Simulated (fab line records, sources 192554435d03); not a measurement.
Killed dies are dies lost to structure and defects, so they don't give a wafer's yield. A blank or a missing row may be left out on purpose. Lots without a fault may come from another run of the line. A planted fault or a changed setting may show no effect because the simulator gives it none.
Which tool did it? | flow n5_finfet | 24 lots, 72 wafers sampled, at 5 steps of a route of 1938

WHAT THE GAUGES READ, wafer by wafer
N5_BEOL_M11_INSPECT_13: inspects for defects (brightfield). Usual: raw_defect_count 403, standard deviation 83.
lot  | measured     | on                | raw_defect_count | flag
L075 | day 10 19:31 | defect_inspect-02 | 506 500 568      |
L074 | day 10 20:30 | defect_inspect-02 | 498 500 461      |
L076 | day 10 20:49 | defect_inspect-02 | 383 374 444      |
L077 | day 11 12:04 | defect_inspect-01 | 439 369 381      |
L078 | day 11 15:58 | defect_inspect-01 | 348 365 369      |
L079 | day 11 17:03 | defect_inspect-01 | 434 272 352      |
L080 | day 12 06:13 | defect_inspect-02 | 341 363 247      |
L082 | day 12 10:05 | defect_inspect-01 | 332 338 440      |
L081 | day 12 10:16 | defect_inspect-02 | 465 449 315      |
L083 | day 12 14:59 | defect_inspect-01 | 340 482 578      |
L084 | day 12 15:23 | defect_inspect-02 | 349 332 385      |
L085 | day 13 14:56 | defect_inspect-02 | 284 274 246      |
L086 | day 13 18:59 | defect_inspect-02 | 350 332 431      |
L087 | day 14 05:29 | defect_inspect-02 | 521 603 424      |
L088 | day 14 02:34 | defect_inspect-01 | 352 372 455      |
L089 | day 14 16:13 | defect_inspect-02 | 566 432 563      |
L090 | day 14 20:14 | defect_inspect-01 | 426 442 535      |
L091 | day 14 20:39 | defect_inspect-02 | 358 442 584      |
L092 | day 15 06:59 | defect_inspect-02 | 373 360 325      |
L093 | day 15 19:07 | defect_inspect-02 | 382 332 418      |
L094 | day 15 18:52 | defect_inspect-02 | 533 497 354      |
L095 | day 16 05:40 | defect_inspect-02 | 466 342 365      |
L097 | day 16 08:53 | defect_inspect-02 | 288 352 401      |
L096 | day 16 09:12 | defect_inspect-01 | 403 363 386      |

WHICH TOOL RAN EACH LOT (tool, then ch and the chambers of the sampled wafers, then the start)
lot  | N5_BEOL_M9_STRIP_80                           | N5_BEOL_M10_CURE_71           | N5_BEOL_M10_DESCUM_33              | N5_BEOL_M10_TRENCH_ETCH_37
L075 | rie_diel-02 ch 0,1,2, day 10 07:35 or earlier | uv_cure-01 ch 2, day 10 07:35 | rie_diel-01 ch 1,2, day 10 11:01   | rie_diel-01 ch 1,2, day 10 19:31 or earlier
L074 | rie_diel-03 ch 1,2,3, day 10 07:31 or earlier | uv_cure-03 ch 2, day 10 07:31 | rie_diel-04 ch 0,1,2, day 10 15:32 | rie_diel-04 ch 0,1,2, day 10 20:30 or earlier
L076 | rie_diel-03 ch 0,2,3, day 10 10:46 or earlier | uv_cure-02 ch 1, day 10 10:46 | rie_diel-01 ch 1,2,3, day 10 15:40 | rie_diel-01 ch 1,2,3, day 10 20:49 or earlier
L077 | rie_diel-06 ch 0,1,2, day 11 03:09 or earlier | uv_cure-02 ch 0, day 11 03:09 | rie_diel-05 ch 1,2,3, day 11 06:58 | rie_diel-05 ch 1,2,3, day 11 12:04 or earlier
L078 | rie_diel-06 ch 1,2,3, day 11 05:03 or earlier | uv_cure-03 ch 0, day 11 05:03 | rie_diel-01 ch 1,2,3, day 11 10:43 | rie_diel-01 ch 1,2,3, day 11 15:58 or earlier
L079 | rie_diel-02 ch 0,1,2, day 11 06:31 or earlier | uv_cure-02 ch 2, day 11 06:31 | rie_diel-05 ch 1,2, day 11 11:13   | rie_diel-05 ch 1,2, day 11 17:03 or earlier
L080 | rie_diel-03 ch 2,3, day 11 14:18 or earlier   | uv_cure-02 ch 1, day 11 14:18 | rie_diel-04 ch 0,3, day 11 19:22   | rie_diel-04 ch 0,3, day 12 06:13 or earlier
L082 | rie_diel-02 ch 1,2,3, day 11 21:23 or earlier | uv_cure-02 ch 1, day 11 21:23 | rie_diel-04 ch 1,2,3, day 12 01:29 | rie_diel-04 ch 1,2,3, day 12 10:05 or earlier
L081 | rie_diel-03 ch 0,1,2, day 11 21:49 or earlier | uv_cure-03 ch 2, day 11 21:49 | rie_diel-04 ch 1,2, day 12 03:22   | rie_diel-04 ch 1,2, day 12 10:16 or earlier
L083 | rie_diel-06 ch 1,2,3, day 12 02:54 or earlier | uv_cure-03 ch 2, day 12 02:54 | rie_diel-04 ch 0,1,2, day 12 09:04 | rie_diel-04 ch 0,1,2, day 12 14:59 or earlier
L084 | rie_diel-03 ch 0,1,2, day 12 03:20 or earlier | uv_cure-01 ch 0, day 12 03:20 | rie_diel-05 ch 1,2, day 12 09:53   | rie_diel-05 ch 1,2, day 12 15:23 or earlier
L085 | rie_diel-02 ch 1,3, day 13 01:08 or earlier   | uv_cure-03 ch 2, day 13 01:08 | rie_diel-05 ch 0,2, day 13 09:14   | rie_diel-05 ch 0,2, day 13 14:56 or earlier
L086 | rie_diel-06 ch 0,1, day 13 05:35 or earlier   | uv_cure-03 ch 0, day 13 05:35 | rie_diel-05 ch 1,2, day 13 11:40   | rie_diel-05 ch 1,2, day 13 18:59 or earlier
L087 | rie_diel-02 ch 0,1,3, day 13 15:55 or earlier | uv_cure-01 ch 2, day 13 15:55 | rie_diel-04 ch 0,1,2, day 13 21:59 | rie_diel-04 ch 0,1,2, day 14 05:29 or earlier
L088 | rie_diel-03 ch 1,2, day 13 15:31 or earlier   | uv_cure-01 ch 1, day 13 15:31 | rie_diel-01 ch 0,1,3, day 13 21:41 | rie_diel-01 ch 0,1,3, day 14 02:34 or earlier
L089 | rie_diel-06 ch 1,2, day 14 00:36 or earlier   | uv_cure-01 ch 2, day 14 00:36 | rie_diel-04 ch 2,3, day 14 08:16   | rie_diel-04 ch 2,3, day 14 16:13 or earlier
L090 | rie_diel-06 ch 0,2, day 14 11:34 or earlier   | uv_cure-03 ch 1, day 14 11:34 | rie_diel-05 ch 0,1,3, day 14 15:15 | rie_diel-05 ch 0,1,3, day 14 20:14 or earlier
L091 | rie_diel-02 ch 1,2,3, day 14 11:44 or earlier | uv_cure-01 ch 1, day 14 11:44 | rie_diel-04 ch 0,1,2, day 14 15:28 | rie_diel-04 ch 0,1,2, day 14 20:39 or earlier
L092 | rie_diel-02 ch 0,1, day 14 21:26 or earlier   | uv_cure-01 ch 1, day 14 21:26 | rie_diel-04 ch 0,2, day 15 00:49   | rie_diel-04 ch 0,2, day 15 06:59 or earlier
L093 | rie_diel-02 ch 0,2,3, day 15 08:06 or earlier | uv_cure-03 ch 2, day 15 08:06 | rie_diel-04 ch 0,3, day 15 13:32   | rie_diel-04 ch 0,3, day 15 19:07 or earlier
L094 | rie_diel-06 ch 0,2,3, day 15 08:52 or earlier | uv_cure-02 ch 1, day 15 08:52 | rie_diel-01 ch 0,2, day 15 13:22   | rie_diel-01 ch 0,2, day 15 18:52 or earlier
L095 | rie_diel-02 ch 0,1,2, day 15 19:38 or earlier | uv_cure-02 ch 1, day 15 19:38 | rie_diel-05 ch 0,1,3, day 16 00:19 | rie_diel-05 ch 0,1,3, day 16 05:40 or earlier
L097 | rie_diel-02 ch 0,1, day 15 22:11 or earlier   | uv_cure-02 ch 1, day 15 22:11 | rie_diel-04 ch 2,3, day 16 00:55   | rie_diel-04 ch 2,3, day 16 08:53 or earlier
L096 | rie_diel-02 ch 0,2, day 15 22:22 or earlier   | uv_cure-01 ch 2, day 15 22:22 | rie_diel-01 ch 1,2, day 16 02:10   | rie_diel-01 ch 1,2, day 16 09:12 or earlier
- N5_BEOL_M9_STRIP_80: strips in N2/H2, time 10 s.
- N5_BEOL_M10_CURE_71: cures SiCOH lowk, time 240 s.
- N5_BEOL_M10_DESCUM_33: chemistry O2, time 7.9 s.
- N5_BEOL_M10_TRENCH_ETCH_37: etches SiCOH lowk in C4F6/O2, target depth 148.83 nm, time 48 s.

WHAT THE TOOLS THEMSELVES READ (means of the sampled wafers that have a number; where no wafer has one, the mark that the record gives instead)
N5_BEOL_M9_STRIP_80. Usual: drypump_motor_current_A 5.9 A, standard deviation 0.48; oes_product_au 0.82 a.u., standard deviation 0.086; rf_vpp_V 59.1 V, standard deviation 0.84; showerhead_plenum_p_Torr 2.53 Torr, standard deviation 0.065; throttle_valve_pct 23.5 %, standard deviation 0.45.
lot  | tool        | drypump_motor_current_A (A) | oes_product_au (a.u.) | rf_vpp_V (V) | showerhead_plenum_p_Torr (Torr) | throttle_valve_pct (%) | flag
L075 | rie_diel-02 | 6.4                         | 0.81                  | 59.5         | 2.56                            | 23.5                   |
L074 | rie_diel-03 | 6.0                         | 0.78                  | 58.5         | 2.52                            | 23.4                   |
L076 | rie_diel-03 | 6.2                         | 0.85                  | 58.8         | 2.56                            | 23.3                   |
L077 | rie_diel-06 | 5.7                         | 0.83                  | 59.4         | 2.54                            | 23.8                   |
L078 | rie_diel-06 | 5.4                         | 0.84                  | 59.7         | 2.57                            | 23.6                   |
L079 | rie_diel-02 | 6.3                         | 0.80                  | 59.2         | 2.55                            | 23.5                   |
L080 | rie_diel-03 | 6.0                         | 0.75                  | 58.2         | 2.59                            | 23.5                   |
L082 | rie_diel-02 | 6.0                         | 0.84                  | 58.8         | 2.51                            | 23.6                   |
L081 | rie_diel-03 | 6.2                         | 0.85                  | 59.7         | 2.48                            | 23.2                   |
L083 | rie_diel-06 | 5.4                         | 0.84                  | 59.7         | 2.57                            | 23.6                   |
L084 | rie_diel-03 | 6.2                         | 0.85                  | 59.0         | 2.48                            | 23.2                   |
L085 | rie_diel-02 | 5.7                         | 0.79                  | 58.9         | 2.49                            | 23.3                   |
L086 | rie_diel-06 | 5.6                         | 0.86                  | 59.7         | 2.52                            | 23.7                   |
L087 | rie_diel-02 | 6.1                         | 0.74                  | 59.6         | 2.53                            | 23.2                   |
L088 | rie_diel-03 | 6.3                         | 0.83                  | 58.7         | 2.50                            | 23.0                   |
L089 | rie_diel-06 | 5.5                         | 0.83                  | 58.3         | 2.50                            | 23.8                   |
L090 | rie_diel-06 | 5.8                         | 0.76                  | 59.5         | 2.55                            | 23.9                   |
L091 | rie_diel-02 | 6.0                         | 0.80                  | 58.8         | 2.50                            | 23.6                   |
L092 | rie_diel-02 | 6.5                         | 0.83                  | 59.8         | 2.55                            | 23.1                   |
L093 | rie_diel-02 | 5.9                         | 0.87                  | 58.7         | 2.51                            | 23.4                   |
L094 | rie_diel-06 | 5.6                         | 0.77                  | 60.1         | 2.58                            | 23.7                   |
L095 | rie_diel-02 | 6.3                         | 0.85                  | 59.1         | 2.54                            | 23.5                   |
L097 | rie_diel-02 | 6.4                         | 0.87                  | 60.1         | 2.56                            | 22.9                   |
L096 | rie_diel-02 | 6.3                         | 0.91                  | 58.9         | 2.55                            | 23.2                   |

N5_BEOL_M10_CURE_71. Usual: lamp_power_pct 52.31 %, standard deviation 0.057; wafer_temp_C_max 386.8, standard deviation 0.52.
lot  | tool       | lamp_power_pct (%) | wafer_temp_C_max | flag
L075 | uv_cure-01 | 52.29              | 386.8            |
L074 | uv_cure-03 | 52.30              | 387.6            |
L076 | uv_cure-02 | 52.28              | 386.7            |
L077 | uv_cure-02 | 52.34              | 386.1            |
L078 | uv_cure-03 | 52.31              | 386.8            |
L079 | uv_cure-02 | 52.32              | 386.2            |
L080 | uv_cure-02 | 52.28              | 386.9            |
L082 | uv_cure-02 | 52.29              | 387.0            |
L081 | uv_cure-03 | 52.33              | 387.2            |
L083 | uv_cure-03 | 52.29              | 387.4            |
L084 | uv_cure-01 | 52.36              | 387.7            |
L085 | uv_cure-03 | 52.31              | 387.7            |
L086 | uv_cure-03 | 52.27              | 386.6            |
L087 | uv_cure-01 | 52.33              | 386.5            |
L088 | uv_cure-01 | 52.25              | 386.2            |
L089 | uv_cure-01 | 52.22              | 386.5            |
L090 | uv_cure-03 | 52.32              | 386.8            |
L091 | uv_cure-01 | 52.31              | 386.5            |
L092 | uv_cure-01 | 52.35              | 386.7            |
L093 | uv_cure-03 | 52.30              | 387.0            |
L094 | uv_cure-02 | 52.28              | 386.1            |
L095 | uv_cure-02 | 52.38              | 387.2            |
L097 | uv_cure-02 | 52.35              | 386.6            |
L096 | uv_cure-01 | 52.32              | 386.2            |

N5_BEOL_M10_DESCUM_33. Usual: drypump_motor_current_A 5.5 A, standard deviation 0.37; oes_product_au 0.81 a.u., standard deviation 0.082; rf_vpp_V 243.2 V, standard deviation 1.7; showerhead_plenum_p_Torr 2.09 Torr, standard deviation 0.085; throttle_valve_pct 20.4 %, standard deviation 0.32.
lot  | tool        | drypump_motor_current_A (A) | oes_product_au (a.u.) | rf_vpp_V (V) | showerhead_plenum_p_Torr (Torr) | throttle_valve_pct (%) | flag
L075 | rie_diel-01 | 5.3                         | 0.79                  | 244.0        | 2.13                            | 20.6                   |
L074 | rie_diel-04 | 5.8                         | 0.95                  | 243.2        | 2.15                            | 20.2                   |
L076 | rie_diel-01 | 5.5                         | 0.75                  | 243.7        | 2.14                            | 20.6                   |
L077 | rie_diel-05 | 5.4                         | 0.74                  | 241.7        | 2.03                            | 20.6                   |
L078 | rie_diel-01 | 5.5                         | 0.74                  | 244.3        | 2.13                            | 20.7                   |
L079 | rie_diel-05 | 5.6                         | 0.76                  | 240.9        | 1.99                            | 20.5                   |
L080 | rie_diel-04 | 5.4                         | 0.86                  | 244.8        | 2.14                            | 20.0                   |
L082 | rie_diel-04 | 5.5                         | 0.91                  | 244.7        | 2.15                            | 20.1                   |
L081 | rie_diel-04 | 5.7                         | 0.92                  | 244.2        | 2.15                            | 20.3                   |
L083 | rie_diel-04 | 5.8                         | 0.90                  | 244.8        | 2.15                            | 20.2                   |
L084 | rie_diel-05 | 5.7                         | 0.75                  | 240.8        | 1.95                            | 20.7                   |
L085 | rie_diel-05 | 5.4                         | 0.72                  | 240.1        | 1.93                            | 20.8                   |
L086 | rie_diel-05 | 5.6                         | 0.74                  | 241.4        | 1.99                            | 20.5                   |
L087 | rie_diel-04 | 5.8                         | 0.87                  | 244.2        | 2.14                            | 20.2                   |
L088 | rie_diel-01 | 5.7                         | 0.75                  | 242.9        | 2.08                            | 20.5                   |
L089 | rie_diel-04 | 5.2                         | 0.84                  | 244.5        | 2.12                            | 20.2                   |
L090 | rie_diel-05 | 5.1                         | 0.78                  | 243.2        | 2.03                            | 20.3                   |
L091 | rie_diel-04 | 5.8                         | 0.87                  | 244.9        | 2.14                            | 20.3                   |
L092 | rie_diel-04 | 5.8                         | 0.85                  | 243.6        | 2.11                            | 20.4                   |
L093 | rie_diel-04 | 5.4                         | 0.81                  | 243.8        | 2.12                            | 20.1                   |
L094 | rie_diel-01 | 5.8                         | 0.81                  | 243.5        | 2.05                            | 20.3                   |
L095 | rie_diel-05 | 5.2                         | 0.87                  | 244.0        | 2.11                            | 20.1                   |
L097 | rie_diel-04 | 5.5                         | 0.84                  | 243.3        | 2.12                            | 20.3                   |
L096 | rie_diel-01 | 5.3                         | 0.75                  | 243.2        | 2.11                            | 20.7                   |

N5_BEOL_M10_TRENCH_ETCH_37. Usual: drypump_motor_current_A 5.5 A, standard deviation 0.36; oes_product_au 0.81 a.u., standard deviation 0.078; rf_vpp_V 675 V, standard deviation 24; showerhead_plenum_p_Torr 2.85 Torr, standard deviation 0.12; throttle_valve_pct 20.91 %, standard deviation 0.27.
lot  | tool        | drypump_motor_current_A (A) | oes_product_au (a.u.) | rf_vpp_V (V) | showerhead_plenum_p_Torr (Torr) | throttle_valve_pct (%) | flag
L075 | rie_diel-01 | 5.3                         | 0.79                  | 686          | 2.86                            | 20.93                  |
L074 | rie_diel-04 | 5.8                         | 0.92                  | 686          | 2.98                            | 20.96                  |
L076 | rie_diel-01 | 5.5                         | 0.74                  | 691          | 2.88                            | 20.98                  |
L077 | rie_diel-05 | 5.4                         | 0.74                  | 658          | 2.76                            | 21.02                  |
L078 | rie_diel-01 | 5.5                         | 0.74                  | 690          | 2.87                            | 20.99                  |
L079 | rie_diel-05 | 5.6                         | 0.76                  | 663          | 2.72                            | 20.98                  |
L080 | rie_diel-04 | 5.4                         | 0.87                  | 663          | 2.91                            | 20.54                  |
L082 | rie_diel-04 | 5.5                         | 0.90                  | 675          | 2.96                            | 20.81                  |
L081 | rie_diel-04 | 5.7                         | 0.91                  | 693          | 2.97                            | 21.10                  |
L083 | rie_diel-04 | 5.8                         | 0.88                  | 685          | 2.97                            | 20.99                  |
L084 | rie_diel-05 | 5.7                         | 0.75                  | 657          | 2.67                            | 21.20                  |
L085 | rie_diel-05 | 5.4                         | 0.72                  | 652          | 2.63                            | 21.27                  |
L086 | rie_diel-05 | 5.6                         | 0.75                  | 661          | 2.71                            | 21.01                  |
L087 | rie_diel-04 | 5.8                         | 0.86                  | 684          | 2.96                            | 21.01                  |
L088 | rie_diel-01 | 5.7                         | 0.74                  | 695          | 2.83                            | 20.95                  |
L089 | rie_diel-04 | 5.2                         | 0.85                  | 670          | 2.90                            | 20.69                  |
L090 | rie_diel-05 | 5.1                         | 0.77                  | 656          | 2.77                            | 20.80                  |
L091 | rie_diel-04 | 5.8                         | 0.85                  | 684          | 2.96                            | 21.02                  |
L092 | rie_diel-04 | 5.8                         | 0.84                  | 698          | 2.92                            | 21.13                  |
L093 | rie_diel-04 | 5.4                         | 0.83                  | 663          | 2.89                            | 20.60                  |
L094 | rie_diel-01 | 5.8                         | 0.81                  | 712          | 2.79                            | 20.83                  |
L095 | rie_diel-05 | 5.1                         | 0.86                  | 658          | 2.88                            | 20.68                  |
L097 | rie_diel-04 | 5.5                         | 0.83                  | 687          | 2.91                            | 20.97                  |
L096 | rie_diel-01 | 5.3                         | 0.75                  | 685          | 2.84                            | 21.00                  |

THE ANSWER, worked out from the rows above alone
Rule: a lot is off if the mean of its wafers that have a number lies more than 3 standard deviations from the usual mean. A lot without any number at a reading at which 4 lots or more have one is off too. The other lots that the step has rows for count as sound. The gauges are gone through in route order, then the tools' own readings, and for those a lot's mean is taken as printed above. The first step at which some lot is off is used, and at that step the reading that is off furthest; a lot without a number counts as furthest.
No lot is off at any reading shown: from this, nothing can be told.

WHAT THE SIMULATOR HAD PUT IN
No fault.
